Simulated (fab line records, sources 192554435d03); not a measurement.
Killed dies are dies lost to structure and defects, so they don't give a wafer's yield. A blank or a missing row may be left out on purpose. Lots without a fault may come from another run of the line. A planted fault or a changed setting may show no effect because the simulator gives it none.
Split-lot experiment | flow n5_finfet | 7 lots, 21 wafers read, on a route of 1938 steps

THE SPLIT
At N5_HKMG_FIN_COAT_43 (resist thk 90 nm), the setting spin_rpm was moved away from the recipe's 1500 rpm on 5 of the 21 wafers read, by -8.3% to +8.5%. The other wafers ran this setting at the recipe's value.

FROM THE SPLIT TO THE READING: what the file shows between them, 5 steps
- N5_HKMG_FIN_EBR_45
- N5_HKMG_FIN_SOFTBAKE_44: time 60 s
- N5_HKMG_FIN_EXPOSE_46: exposes mask NDIPOLE
- N5_HKMG_FIN_PEB_47: peb time 60 s
- N5_HKMG_FIN_DEVELOP_48: develop time 30 s

THE READING
CAR-ArF_of_HKMG_FIN_COAT_43.thk_nm (the simulator's own value, which no gauge read), in nm, at N5_HKMG_FIN_DESCUM_53 (chemistry O2, time 7.9 s). The file gives no usual value for it. The 16 wafers here that ran the recipe average 83.2 nm, standard deviation 0.21 nm.

wafer  | tool, chamber at the split | spin_rpm as run, rpm | against the recipe | CAR-ArF_of_HKMG_FIN_COAT_43.thk_nm, nm | against lot-mates on the recipe
L074.1 | litho_track-05, 0          | 1500                 | recipe             | 83                                     | -
L074.2 | litho_track-05, 0          | 1500                 | recipe             | 83.2                                   | -
L074.3 | litho_track-05, 0          | 1500                 | recipe             | 82.8                                   | -
L077.3 | litho_track-01, 0          | 1500                 | recipe             | 83.4                                   | -
L077.5 | litho_track-01, 0          | 1500                 | recipe             | 83.4                                   | -
L077.4 | litho_track-01, 0          | 1627                 | +8.5%              | 79.6                                   | -3.8
L078.2 | litho_track-02, 0          | 1384                 | -7.7%              | 86.6                                   | +3.6
L078.4 | litho_track-02, 0          | 1384                 | -7.7%              | 86.6                                   | +3.6
L078.5 | litho_track-02, 0          | 1500                 | recipe             | 83                                     | -
L081.3 | litho_track-05, 0          | 1500                 | recipe             | 83                                     | -
L081.4 | litho_track-05, 0          | 1500                 | recipe             | 82.8                                   | -
L081.5 | litho_track-05, 0          | 1500                 | recipe             | 83.2                                   | -
L084.1 | litho_track-02, 0          | 1500                 | recipe             | 83.4                                   | -
L084.4 | litho_track-02, 0          | 1500                 | recipe             | 83.2                                   | -
L084.5 | litho_track-02, 0          | 1500                 | recipe             | 83.6                                   | -
L087.1 | litho_track-02, 0          | 1375                 | -8.3%              | 87.4                                   | +4.4
L087.3 | litho_track-02, 0          | 1500                 | recipe             | 83                                     | -
L087.4 | litho_track-02, 0          | 1375                 | -8.3%              | 87.2                                   | +4.2
L094.3 | litho_track-02, 0          | 1500                 | recipe             | 83.2                                   | -
L094.4 | litho_track-02, 0          | 1500                 | recipe             | 83.2                                   | -
L094.6 | litho_track-02, 0          | 1500                 | recipe             | 83.2                                   | -

THE FIT
A straight line over all 21 wafers: CAR-ArF_of_HKMG_FIN_COAT_43.thk_nm changes by -0.459 nm for each +1% of spin_rpm; r = -0.99; the points scatter about the line by 0.24 nm.
The same after taking each lot's own level away (the mean of its wafers on the recipe; 21 wafers): -0.481 nm for each +1%; r = -1.00; scatter 0.16 nm.
On that fit, the largest move of spin_rpm shifts the reading by 4.1 nm.
The lots' own levels span 83.00 to 83.40 nm, that is 1.9 times the standard deviation above.
So the lot-to-lot level changes the slope little: the two slopes agree.
Check: with one of the wafers moved furthest among these (+8.5%) left out of the fit, the line predicts -4.17 nm for it against its lot-mates. It came out at -3.8 nm against them.

OTHER SPLITS ON THESE WAFERS
These wafers also went through other splits before the reading. Each is held against what the fit with the lots' levels taken away leaves over:
other split on the same wafers       | wafers away from the commonest value | r with CAR-ArF_of_HKMG_FIN_COAT_43.thk_nm (lot level and that fit taken away)
N5_SD_EPI_N_EPI_21 epi_growth_time_s | 4                                    | +0.27
N5_SDB_COAT_03 spin_rpm              | 10                                   | +0.50
N5_SDB_COAT_05 spin_rpm              | 6                                    | +0.01

THE WHOLE CHAIN: every reading that the file lists as answering this split, in the file's order
step                   | what it does             | reading                                                                             | change (the file's fit)               | r (the file's)
N5_HKMG_FIN_COAT_43    | resist thk 90 nm         | CAR-ArF_of_HKMG_FIN_COAT_43.thk_nm (the simulator's own value, which no gauge read) | -0.473 nm for each +1% of the setting | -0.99
N5_HKMG_FIN_DEVELOP_48 | develop time 30 s        | CAR-ArF_of_HKMG_FIN_COAT_43.thk_nm (the simulator's own value, which no gauge read) | -0.461 nm for each +1% of the setting | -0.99
N5_HKMG_FIN_DESCUM_53  | chemistry O2, time 7.9 s | CAR-ArF_of_HKMG_FIN_COAT_43.thk_nm (the simulator's own value, which no gauge read) | -0.477 nm for each +1% of the setting | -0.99

THE FILE'S OWN FIT
CAR-ArF_of_HKMG_FIN_COAT_43.thk_nm changes by -0.477 nm for each +1% of spin_rpm, r = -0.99.
